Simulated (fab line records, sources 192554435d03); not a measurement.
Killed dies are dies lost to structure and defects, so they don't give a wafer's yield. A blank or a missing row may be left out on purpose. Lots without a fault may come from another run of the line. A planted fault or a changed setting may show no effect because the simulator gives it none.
One fault seen from 2 desks | flow n5_finfet | each desk has only its own numbers; what lay behind them comes last

THE TOOL OWNER'S DESK: litho_track-02
The tool's own readings at N5_BEOL_M6_DEVELOP_10 (develop time 30 s): means of the sampled wafers that have a number, for each lot that ran on this tool. A lot is out of limits, marked OUT, if its mean lies more than 4 standard deviations from the usual mean; the brackets give that distance.
Columns: A = chill_plate_temp_C at N5_BEOL_M6_DEVELOP_10, usual 22.99 C; B = exhaust_pa at N5_BEOL_M6_DEVELOP_10, usual 45.0 Pa
lot  | first seen here | A     | B
L973 | day 8 20:19     | 22.99 | 46.1
L976 | day 9 06:31     | 22.98 | 44.1
This desk's finding: nothing out of limits on any of the 2 lots.

THE METROLOGY DESK
What the gauges read, lot by lot, whatever tool the lot ran on: means of the sampled wafers that have a number. A lot is out of limits, marked OUT, if its mean lies more than 4 standard deviations from the usual mean; the brackets give that distance.
Columns: A = M6_ILD_THK at N5_BEOL_M6_THK_MEAS_01, usual 154.9 nm; B = cd_nm at N5_BEOL_M6_CD_MEAS_11, usual 38.5 nm
lot  | first seen here | A     | B
L973 | day 8 19:03     | 155.9 | 38.7
L976 | day 9 05:42     | 157.8 | 39.1
L984 | day 11 13:17    | 154.1 | -
L985 | day 12 01:55    | 153.9 | -
L974 | day 14 09:48    | 155.1 | 38.1
L993 | day 14 12:19    | 156.1 | 38.4
This desk's finding: nothing out of limits on any of the 6 lots.

PUT TOGETHER
The tool owner's desk saw nothing out of limits.
The metrology desk saw nothing out of limits.

WHAT THE SIMULATOR HAD PUT IN
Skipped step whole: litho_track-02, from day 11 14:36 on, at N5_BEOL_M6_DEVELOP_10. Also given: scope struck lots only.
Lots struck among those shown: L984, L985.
